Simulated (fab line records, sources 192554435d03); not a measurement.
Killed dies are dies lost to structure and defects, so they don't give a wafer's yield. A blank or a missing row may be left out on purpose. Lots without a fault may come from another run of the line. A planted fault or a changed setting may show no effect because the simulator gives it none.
Chamber matching | flow n5_finfet | N5_FIN_SAQP_PECVD_06 on pecvd-03: 3 sister chambers
The step deposits a-Si from SiH4/He, target thk 60 nm, time 48.1 s. 22 wafers are shown with their chamber, then 11 later ones without.

WAFERS WITH THEIR CHAMBER
wafer  | chamber | showerhead_plenum_p_Torr (Torr) | throttle_valve_pct (%) | heater_power_w (W)
L076.3 | 2       | 5.74                            | 17.1                   | 874
L076.5 | 2       | 5.74                            | 17.1                   | 878
L076.6 | 0       | 5.60                            | 19.7                   | 875
L078.2 | 0       | 5.61                            | 19.9                   | 839
L078.3 | 1       | 5.61                            | 18.2                   | 783
L078.4 | 0       | 5.61                            | 20.0                   | 840
L081.3 | 0       | 5.59                            | 20.0                   | 842
L081.4 | 2       | 5.74                            | 17.1                   | 855
L081.6 | 2       | 5.75                            | 17.2                   | 858
L087.1 | 2       | 5.75                            | 17.3                   | 757
L087.2 | 1       | 5.60                            | 18.6                   | 796
L087.4 | 0       | 5.59                            | 20.3                   | 906
L088.2 | 1       | 5.61                            | 18.2                   | 779
L088.5 | 0       | 5.62                            | 20.1                   | 884
L088.6 | 2       | 5.74                            | 17.3                   | 921
L091.2 | 0       | 5.60                            | 20.1                   | 873
L091.4 | 0       | 5.60                            | 20.2                   | 877
L091.6 | 1       | 5.61                            | 17.9                   | 731
L092.2 | 2       | 5.75                            | 17.4                   | 889
L092.4 | 2       | 5.73                            | 17.6                   | 895
L092.6 | 0       | 5.60                            | 20.1                   | 822
L094.1 | 0       | 5.60                            | 20.2                   | 886

SIGNATURES (means of the wafers above)
reading                  | chamber 0 | chamber 1 | chamber 2 | scatter within a chamber
showerhead_plenum_p_Torr | 5.6020    | 5.6075    | 5.7425    | 0.0079
throttle_valve_pct       | 20.060    | 18.225    | 17.262    | 0.196
heater_power_w           | 864.40    | 772.25    | 865.88    | 36.7
Rule: a wafer's distance from a chamber is the root of the sum, over the readings, of the square of ((its reading less the chamber's mean) divided by the reading's scatter). The wafer belongs to the nearest chamber; if the next one is less than 2 further off, it can't be placed. The scatter: the root of (the sum of the squares of (reading less its chamber's mean) over the shown wafers, divided by (wafers less chambers)).

WAFERS WITHOUT THEIR CHAMBER
wafer  | showerhead_plenum_p_Torr (Torr) | throttle_valve_pct (%) | heater_power_w (W)
L094.2 | 5.74                            | 17.3                   | 881
L094.3 | 5.60                            | 18.2                   | 798
L094.4 | 5.77                            | 17.2                   | 819
L094.5 | 5.59                            | 20.4                   | 859
L094.6 | 5.60                            | 18.2                   | 804
L095.1 | 5.61                            | 18.5                   | 737
L095.2 | 5.60                            | 20.2                   | 817
L095.5 | 5.59                            | 18.3                   | 740
L096.2 | 5.76                            | 17.4                   | 788
L096.4 | 5.60                            | 18.4                   | 805
L096.6 | 5.60                            | 20.3                   | 762

WHICH CHAMBER EACH WENT THROUGH
wafer  | from the rows above | in truth
L094.2 | 2                   | 2
L094.3 | 1                   | 1
L094.4 | 2                   | 2
L094.5 | 0                   | 0
L094.6 | 1                   | 1
L095.1 | 1                   | 1
L095.2 | 0                   | 0
L095.5 | 1                   | 1
L096.2 | 2                   | 2
L096.4 | 1                   | 1
L096.6 | 0                   | 0
Placed correctly: 11 of 11. Can't be placed from these rows: 0. Placed wrongly: 0.
